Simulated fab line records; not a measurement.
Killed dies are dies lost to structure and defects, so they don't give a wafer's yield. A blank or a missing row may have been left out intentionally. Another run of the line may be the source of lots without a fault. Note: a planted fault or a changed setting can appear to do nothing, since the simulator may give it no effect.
Problem report in the 8D (eight disciplines) form, filled by code	flow nand harc	the parts of the form that need people (team, actions taken, sign-off) are left out

1. THE ISSUE
cd nm at NHARC_P_M0_CD_MEAS_09 reads a mean of 93.9 nm on 3 wafers of 3 lots; wafers without a fault read 90.0 nm with a standard deviation of 0.53. Measured from the usual mean, that is +7.4 standard deviations.
The step: target cd 90 nm.
The first sign was on wafer L346.4 at day 8 22:10, on cd sem-03. The record has a number at this step for 33 wafers belonging to 11 lots. By rule, "out" or "out of limits" means more than 4 standard deviations away from the usual mean. All remaining wafers that have a number are taken as sound.

2. WHAT THIS IS AND IS NOT
question	is	is not
which readings at this step	cd nm	-
which lots	L345, L346, L351	L340, L342, L343, L348, L354, L357, L358, L360
which wafers of those lots	L345.4, L346.4, L351.1	L345.5, L345.6, L346.5, L346.6, L351.2, L351.6
read on which gauges	cd sem-02, cd sem-03	cd sem-01
when	from day 8 22:10	up to then (11 sound wafers); but 19 sound wafers of L345, L348, L351, L354, L357, L358, L360 came after

3. SUSPECTS, AND WHAT RULES EACH OUT
Counting: any tool at a process step up to the reading remains a suspect provided it ran every lot that is out. Sound lots after the first of them don't rule it out here, since some wafers of a struck lot are sound.
- the gauge at NHARC_P_M0_CD_MEAS_09 has been ruled out. The wafers that are out were read on 2 gauges (cd sem-02, cd sem-03).
- rie diel-12 at NHARC_P_CONTACT_ETCH_36 (etches the open film in N2/H2, target depth 260 nm, time 406.25 s): kept. It processed each lot that is out (first: L346, day 8 16:06); up to then, its last sound lot is L340 (day 8 08:43). With no start given for some of its lots, NHARC_P_CONTACT_ETCH_36 uses the hours and lot order of NHARC_P_CONTACT_DEGAS_38.
- rie diel-12 at NHARC_P_CONTACT_ETCH_31 (etches the open film in CH3F/O2, target depth 30 nm, time 85.7 s): kept. It processed each lot that is out (first: L346, day 8 16:06); up to then, its last sound lot is L340 (day 8 08:43). With no start given for some of its lots, NHARC_P_CONTACT_ETCH_31 uses the hours and lot order of NHARC_P_CONTACT_DEGAS_38.
- litho track-01 at NHARC_P_M0_PEB_07 (peb time 65 s): kept. It processed each lot that is out (first: L346, day 8 22:04); up to then, its last sound lot is L340 (day 8 10:53).
Still standing after the count: rie diel-12 at NHARC_P_CONTACT_ETCH_36, rie diel-12 at NHARC_P_CONTACT_ETCH_31, litho track-01 at NHARC_P_M0_PEB_07.

4. THE CAUSE (what the simulator had put in)
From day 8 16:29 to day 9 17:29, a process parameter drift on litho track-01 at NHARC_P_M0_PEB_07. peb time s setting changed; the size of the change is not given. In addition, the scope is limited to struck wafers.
3 suspects survive the count, and this tool is in that group.

5. SEQUENCE OF EFFECTS, ordered by route
One row per reading whose mean, taken over the struck wafers that have a number, lies over 3 standard deviations from the usual. Only readings whose record carries a usual standard deviation are examined. hours: median over the lots of the time between each lot's start at the first step of this table that gives one and its start at this step. sigmas: the change, counted in usual standard deviations.
hours	step	reading	usual	on struck wafers	change	sigmas
0	NHARC_P_M0_CD_MEAS_09	cd nm	90.0 nm	93.9	+3.9	+7.4

6. HOW IT WOULD HAVE BEEN CAUGHT EARLIER
The first out-of-limits reading at a measuring or inspecting step in this record came at day 8 22:10, 6 hours after the fault's start at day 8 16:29.
L345, L351, from the lots that are out (3), started NHARC_P_M0_PEB_07 on litho track-01 later than day 8 22:10. A hold on the tool at that time would have spared those 2.
